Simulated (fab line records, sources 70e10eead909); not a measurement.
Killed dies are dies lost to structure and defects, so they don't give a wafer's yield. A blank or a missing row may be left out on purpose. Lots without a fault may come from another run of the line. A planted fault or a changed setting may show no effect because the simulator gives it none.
Chamber matching | flow nand_harc | NHARC_P_ZERO_WELL_DESCUM_13 on rie_diel-09: 4 sister chambers
The step chemistry O2, time 3 s. 14 wafers are shown with their chamber, then 7 later ones without.

WAFERS WITH THEIR CHAMBER
wafer  | chamber | drypump_motor_current_A (A) | oes_product_au (a.u.) | rf_vpp_V (V)
L423.4 | 0       | 6.5                         | 1.002                 | 57.1
L423.5 | 1       | 6.2                         | 0.989                 | 56.6
L423.6 | 3       | 5.7                         | 0.994                 | 57.2
L427.1 | 1       | 6.2                         | 0.999                 | 56.5
L427.3 | 3       | 5.7                         | 0.995                 | 58.0
L427.5 | 1       | 6.2                         | 0.991                 | 57.9
L434.1 | 3       | 5.7                         | 0.978                 | 58.1
L434.3 | 1       | 6.2                         | 0.990                 | 57.4
L434.5 | 3       | 5.7                         | 0.979                 | 57.7
L435.1 | 1       | 6.2                         | 0.996                 | 57.4
L435.3 | 2       | 6.1                         | 1.006                 | 58.0
L435.6 | 1       | 6.2                         | 0.999                 | 58.4
L436.1 | 1       | 6.2                         | 0.996                 | 59.9
L436.2 | 0       | 6.4                         | 1.022                 | 56.4

SIGNATURES (means of the wafers above)
reading                 | chamber 0 | chamber 1 | chamber 2 | chamber 3 | scatter within a chamber
drypump_motor_current_A | 6.450     | 6.200     | 6.100     | 5.700     | 0.0224
oes_product_au          | 1.01200   | 0.99429   | 1.00600   | 0.98650   | 0.00751
rf_vpp_V                | 56.750    | 57.729    | 58.000    | 57.750    | 0.945
Rule: a wafer's distance from a chamber is the root of the sum, over the readings, of the square of ((its reading less the chamber's mean) divided by the reading's scatter). The wafer belongs to the nearest chamber; if the next one is less than 2 further off, it can't be placed. The scatter: the root of (the sum of the squares of (reading less its chamber's mean) over the shown wafers, divided by (wafers less chambers)).

WAFERS WITHOUT THEIR CHAMBER
wafer  | drypump_motor_current_A (A) | oes_product_au (a.u.) | rf_vpp_V (V)
L436.6 | 6.4                         | 1.026                 | 58.1
L437.3 | 5.7                         | 0.980                 | 56.9
L437.4 | 6.5                         | 1.013                 | 57.2
L437.6 | 6.1                         | 1.005                 | 56.1
L441.1 | 5.7                         | 0.986                 | 58.8
L441.2 | 6.1                         | 1.003                 | 58.3
L441.5 | 6.4                         | 1.006                 | 57.4

WHICH CHAMBER EACH WENT THROUGH
wafer  | from the rows above | in truth
L436.6 | 0                   | 0
L437.3 | 3                   | 3
L437.4 | 0                   | 0
L437.6 | 2                   | 2
L441.1 | 3                   | 3
L441.2 | 2                   | 2
L441.5 | 0                   | 0
Placed correctly: 7 of 7. Can't be placed from these rows: 0. Placed wrongly: 0.
